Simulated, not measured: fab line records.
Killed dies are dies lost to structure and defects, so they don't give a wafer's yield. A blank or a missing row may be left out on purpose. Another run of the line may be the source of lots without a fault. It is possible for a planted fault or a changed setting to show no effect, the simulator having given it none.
A struck lot beside a sound one -- flow nand-harc -- 15 out of 1159 route steps
Sound: these wafers, L341.1, L341.3, L341.6. Wafers struck: L333.1, L333.5, L333.6. At the end, the cause is stated.
For every step that has rows: the tool of each side, followed by ch and its chambers, followed by its first start. Under that, the readings that differ: sound wafers -- struck wafers -- difference of the means -- sigmas: that difference in standard deviations of wafers without a fault.
alike: readings whose means differ by less than 2 such deviations, and words and numbers that are the same on both sides. not compared: withheld readings, readings that some wafer has no value for, bounds like >300 that may hide the same value, and numbers for which the record gives no deviation and whose values overlap.
A row with sigmas, a row that says differs or no value, or rows on one side alone: a step with any of these is where the two part. Numbers that don't overlap but have no deviation are shown without sigmas and don't part them. Lack of a reading on every wafer of one side parts them only where that side has two or more wafers.

first, 6 steps without rows for these wafers: NHARC_A_SLIT_COAT_03 (resist thk 90 nm); NHARC_A_SLIT_SOFTBAKE_04 (time 55 s); NHARC_A_SLIT_EBR_05; NHARC_A_SLIT_EXPOSE_06 (exposes mask SLIT); NHARC_A_SLIT_PEB_07 (peb time 65 s); NHARC_A_SLIT_DEVELOP_08 (develop time 35 s).
NHARC_A_SLIT_CD_MEAS_09: the cd target is 300 nm.
  sound on cd-sem-03 ch 0, day 19 11:08; struck on cd-sem-03 ch 0, day 17 03:25
  alike: cd-nm
NHARC_A_SLIT_OVL_MEAS_10:
  sound on overlay-01, day 19 11:14; struck on overlay-01, day 17 03:31
  alike: overlay-x-nm, overlay-y-nm
NHARC_A_SLIT_INSPECT_11:
  sound on defect-inspect-02, day 19 11:16; struck on defect-inspect-01, day 17 03:32
  alike: raw-defect-count
NHARC_A_SLIT_DESCUM_14: chemistry O2, time 3 s.
  sound on rie-diel-08 ch 0,1,3, day 19 11:20; struck on rie-diel-10 ch 1,2, day 17 03:37
  alike: drypump-motor-current-A, oes-product-au, rf-vpp-V, showerhead-plenum-p-Torr, throttle-valve-pct
  not compared: rf-hours-counter-h
NHARC_A_SLIT_ETCH_24: etches the open film in CF4/CHF3, target depth 121 nm, time 60.5 s.
  sound on rie-diel-08 ch 0,1, day 19 11:25; struck on rie-diel-10 ch 1,2,3, day 17 03:43
reading,sound,struck,difference,sigmas
oes-product-au (a.u.),0.980 0.979 0.979,0.920 0.917 0.907,-0.065,-3
  alike: bias-w, cf4-flow-sccm, drypump-motor-current-A, rf-vpp-V, showerhead-plenum-p-Torr, throttle-valve-pct
  not compared: rf-hours-counter-h
NHARC_A_SLIT_ETCH_15: etches the open film in O2/COS, target depth 3200 nm, time 832 s.
  sound on rie-diel-08 ch 0,1; struck on rie-diel-10 ch 0,2,3
  alike: bias-w, chamber-pressure-mTorr, drypump-motor-current-A, oes-product-au, rf-vpp-V, showerhead-plenum-p-Torr, throttle-valve-pct
  not compared: rf-hours-counter-h
NHARC_A_SLIT_ETCH_17: etches the open film in C4F8/O2/Ar, time 1687.5 s, target depth 10100 nm.
  sound on har-etch-01 ch 0,1, day 19 17:16; struck on har-etch-02 ch 0,1, day 17 04:37
  no value came back on the struck wafers for any of 6 readings (c4f8-flow-sccm (sccm), chamber-pressure-mTorr (mTorr) and others); on the sound wafers c4f8-flow-sccm (sccm) reads 83.00 83.38 83.55
  not compared: rf-hours-counter-h
NHARC_A_SLIT_ETCH_26: etches the open film in C4F8/O2/Ar, time 90 s, target depth 400 nm.
  sound on har-etch-01 ch 0,1, day 19 18:33; struck on har-etch-02 ch 0,1, day 17 05:54
reading,sound,struck,difference,sigmas
showerhead-plenum-p-Torr (Torr),3.57 3.80 3.57,3.86 3.87 3.86,+0.22,+2
  alike: bias-v, c4f8-flow-sccm, drypump-motor-current-A, he-backside-leak-sccm, throttle-valve-pct
  not compared: rf-hours-counter-h
-- record jumps: 5 days between struck wafers' starts before vs after; left off in module A_SLIT, resumes in module END, first step shown is number 1159 of the route --
NHARC_END_SORT_01:
  sound on prober-01 ch 0, day 25 09:43; struck on prober-01 ch 0, day 21 21:56
reading,sound,struck,difference,sigmas
hold,- - -,await-dispo/3.1h/scrap await-dispo/3.1h/scrap await-dispo/3.1h/scrap,no value on the sound wafers,
killed-at-array,25 23 24,677 674 674,+651,+59
killed-dies,32 25 26,677 677 677,+649,+54
  alike: killed-at-other, killed-at-periphery, killed-open, killed-short

WHERE THEY PART
At NHARC_A_SLIT_ETCH_24 first; at NHARC_END_SORT_01 last (within this record only).

WHY: whatever the simulator had introduced
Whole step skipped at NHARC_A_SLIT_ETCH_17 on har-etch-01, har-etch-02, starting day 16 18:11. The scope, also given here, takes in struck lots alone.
